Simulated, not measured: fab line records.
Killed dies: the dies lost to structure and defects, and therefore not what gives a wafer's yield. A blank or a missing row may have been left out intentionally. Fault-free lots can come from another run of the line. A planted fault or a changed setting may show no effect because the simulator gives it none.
Split-lot trial / flow n5Finfet / 39 wafers read across 7 lots, on a route 1938 steps long

## ON THE SPLIT
At N5_DUMMY_GATE_ETCH_37 (etches SOC in N2/H2, target depth 60 nm, overetch 30 nm), the setting sourceW was moved away from the recipe's 840 W on 15 of the 39 wafers read, by -16.0% to +17.7%. For the rest of the wafers, this setting stayed at what the recipe calls for.

The reading comes from the split's own step.

## THE READING
rfVppV, in V, at N5_DUMMY_GATE_ETCH_37 (etches SOC in N2/H2, target depth 60 nm, overetch 30 nm). Typical for fault-free wafers on this fab line: 523.9 V, with standard deviation 1.9 V.

wafer=L074.1; tool, chamber at the split=rieDiel-03, 3; sourceW as run, W=840; against the recipe=recipe; rfVppV, V=527.1; against lot-mates on the recipe=-
wafer=L074.2; tool, chamber at the split=rieDiel-03, 0; sourceW as run, W=956.8; against the recipe=+13.9%; rfVppV, V=499.7; against lot-mates on the recipe=-26.4
wafer=L074.3; tool, chamber at the split=rieDiel-03, 1; sourceW as run, W=840; against the recipe=recipe; rfVppV, V=526.7; against lot-mates on the recipe=-
wafer=L074.4; tool, chamber at the split=rieDiel-03, 2; sourceW as run, W=956.8; against the recipe=+13.9%; rfVppV, V=505.8; against lot-mates on the recipe=-20.3
wafer=L074.5; tool, chamber at the split=rieDiel-03, 3; sourceW as run, W=840; against the recipe=recipe; rfVppV, V=524.4; against lot-mates on the recipe=-
wafer=L074.6; tool, chamber at the split=rieDiel-03, 0; sourceW as run, W=956.8; against the recipe=+13.9%; rfVppV, V=500.5; against lot-mates on the recipe=-25.6
wafer=L077.1; tool, chamber at the split=rieDiel-02, 0; sourceW as run, W=840; against the recipe=recipe; rfVppV, V=522.6; against lot-mates on the recipe=-
wafer=L077.2; tool, chamber at the split=rieDiel-02, 2; sourceW as run, W=705.3; against the recipe=-16.0%; rfVppV, V=555.1; against lot-mates on the recipe=+31.3
wafer=L077.3; tool, chamber at the split=rieDiel-02, 1; sourceW as run, W=705.3; against the recipe=-16.0%; rfVppV, V=553.1; against lot-mates on the recipe=+29.3
wafer=L077.4; tool, chamber at the split=rieDiel-02, 3; sourceW as run, W=840; against the recipe=recipe; rfVppV, V=524.7; against lot-mates on the recipe=-
wafer=L077.5; tool, chamber at the split=rieDiel-02, 3; sourceW as run, W=705.3; against the recipe=-16.0%; rfVppV, V=554.3; against lot-mates on the recipe=+30.5
wafer=L077.6; tool, chamber at the split=rieDiel-02, 2; sourceW as run, W=840; against the recipe=recipe; rfVppV, V=524.1; against lot-mates on the recipe=-
wafer=L078.1; tool, chamber at the split=rieDiel-03, 0; sourceW as run, W=840; against the recipe=recipe; rfVppV, V=522.4; against lot-mates on the recipe=-
wafer=L078.3; tool, chamber at the split=rieDiel-03, 2; sourceW as run, W=840; against the recipe=recipe; rfVppV, V=525.9; against lot-mates on the recipe=-
wafer=L078.6; tool, chamber at the split=rieDiel-03, 3; sourceW as run, W=840; against the recipe=recipe; rfVppV, V=524.7; against lot-mates on the recipe=-
wafer=L081.1; tool, chamber at the split=rieDiel-02, 1; sourceW as run, W=840; against the recipe=recipe; rfVppV, V=522.4; against lot-mates on the recipe=-
wafer=L081.2; tool, chamber at the split=rieDiel-02, 2; sourceW as run, W=840; against the recipe=recipe; rfVppV, V=523.2; against lot-mates on the recipe=-
wafer=L081.3; tool, chamber at the split=rieDiel-02, 3; sourceW as run, W=840; against the recipe=recipe; rfVppV, V=525.5; against lot-mates on the recipe=-
wafer=L081.4; tool, chamber at the split=rieDiel-02, 0; sourceW as run, W=840; against the recipe=recipe; rfVppV, V=523.5; against lot-mates on the recipe=-
wafer=L081.5; tool, chamber at the split=rieDiel-02, 3; sourceW as run, W=840; against the recipe=recipe; rfVppV, V=522.8; against lot-mates on the recipe=-
wafer=L081.6; tool, chamber at the split=rieDiel-02, 0; sourceW as run, W=840; against the recipe=recipe; rfVppV, V=523.0; against lot-mates on the recipe=-
wafer=L083.1; tool, chamber at the split=rieDiel-02, 1; sourceW as run, W=903.4; against the recipe=+7.5%; rfVppV, V=508.1; against lot-mates on the recipe=-15.4
wafer=L083.2; tool, chamber at the split=rieDiel-02, 0; sourceW as run, W=903.4; against the recipe=+7.5%; rfVppV, V=509.5; against lot-mates on the recipe=-14.0
wafer=L083.3; tool, chamber at the split=rieDiel-02, 3; sourceW as run, W=903.4; against the recipe=+7.5%; rfVppV, V=511.0; against lot-mates on the recipe=-12.5
wafer=L083.4; tool, chamber at the split=rieDiel-02, 2; sourceW as run, W=840; against the recipe=recipe; rfVppV, V=525.2; against lot-mates on the recipe=-
wafer=L083.5; tool, chamber at the split=rieDiel-02, 3; sourceW as run, W=840; against the recipe=recipe; rfVppV, V=522.6; against lot-mates on the recipe=-
wafer=L083.6; tool, chamber at the split=rieDiel-02, 0; sourceW as run, W=840; against the recipe=recipe; rfVppV, V=522.6; against lot-mates on the recipe=-
wafer=L084.1; tool, chamber at the split=rieDiel-02, 1; sourceW as run, W=840; against the recipe=recipe; rfVppV, V=523.2; against lot-mates on the recipe=-
wafer=L084.2; tool, chamber at the split=rieDiel-02, 2; sourceW as run, W=988.4; against the recipe=+17.7%; rfVppV, V=496.3; against lot-mates on the recipe=-27.6
wafer=L084.3; tool, chamber at the split=rieDiel-02, 3; sourceW as run, W=840; against the recipe=recipe; rfVppV, V=523.8; against lot-mates on the recipe=-
wafer=L084.4; tool, chamber at the split=rieDiel-02, 0; sourceW as run, W=988.4; against the recipe=+17.7%; rfVppV, V=493.6; against lot-mates on the recipe=-30.3
wafer=L084.5; tool, chamber at the split=rieDiel-02, 2; sourceW as run, W=988.4; against the recipe=+17.7%; rfVppV, V=495.5; against lot-mates on the recipe=-28.4
wafer=L084.6; tool, chamber at the split=rieDiel-02, 3; sourceW as run, W=840; against the recipe=recipe; rfVppV, V=524.6; against lot-mates on the recipe=-
wafer=L091.1; tool, chamber at the split=rieDiel-03, 2; sourceW as run, W=754.7; against the recipe=-10.2%; rfVppV, V=545.0; against lot-mates on the recipe=+21.3
wafer=L091.2; tool, chamber at the split=rieDiel-03, 3; sourceW as run, W=840; against the recipe=recipe; rfVppV, V=523.6; against lot-mates on the recipe=-
wafer=L091.3; tool, chamber at the split=rieDiel-03, 1; sourceW as run, W=754.7; against the recipe=-10.2%; rfVppV, V=546.1; against lot-mates on the recipe=+22.4
wafer=L091.4; tool, chamber at the split=rieDiel-03, 0; sourceW as run, W=840; against the recipe=recipe; rfVppV, V=522.8; against lot-mates on the recipe=-
wafer=L091.5; tool, chamber at the split=rieDiel-03, 0; sourceW as run, W=754.7; against the recipe=-10.2%; rfVppV, V=542.1; against lot-mates on the recipe=+18.4
wafer=L091.6; tool, chamber at the split=rieDiel-03, 3; sourceW as run, W=840; against the recipe=recipe; rfVppV, V=524.7; against lot-mates on the recipe=-

THE FIT
A straight line over all 39 wafers: rfVppV changes by -1.76 V for each +1% of sourceW; r = -0.99; the points scatter about the line by 1.9 V.
The same after taking each lot's own level away (the mean of its wafers on the recipe; 39 wafers): -1.79 V for each +1%; r = -0.99; scatter 1.7 V.
According to that fit, moving sourceW by its largest amount changes the reading by 32 V.
The span of the lots' own levels, 523.40 to 526.07 V, comes to 1.4 times the standard deviation stated above.
The two slopes are in agreement: the lot-to-lot level therefore moves the slope only a little.
Check: for one of the wafers moved furthest among these (+17.7%), held out of the fit, the line's prediction against its lot-mates is -31.6 V. It came out at -27.6 V against them.
Tool readings at the split's step, against how far the setting was moved: rfVppV r = -0.99.

## FURTHER SPLITS ON THESE WAFERS
Before the reading, these wafers also passed through other splits. Each is held against what the fit with the lots' levels taken away leaves over:
other split on the same wafers=N5_FIN_CUT_CUT_ETCH_26 sourceW; wafers away from the commonest value=15; r with rfVppV (lot level and that fit taken away)=-0.15
other split on the same wafers=N5_STI_FIN_REVEAL_ETCHBACK_08 targetDepthA; wafers away from the commonest value=12; r with rfVppV (lot level and that fit taken away)=-0.22

## THE FILE'S OWN FIT
rfVppV changes by -1.78 V for each +1% of sourceW, r = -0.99.
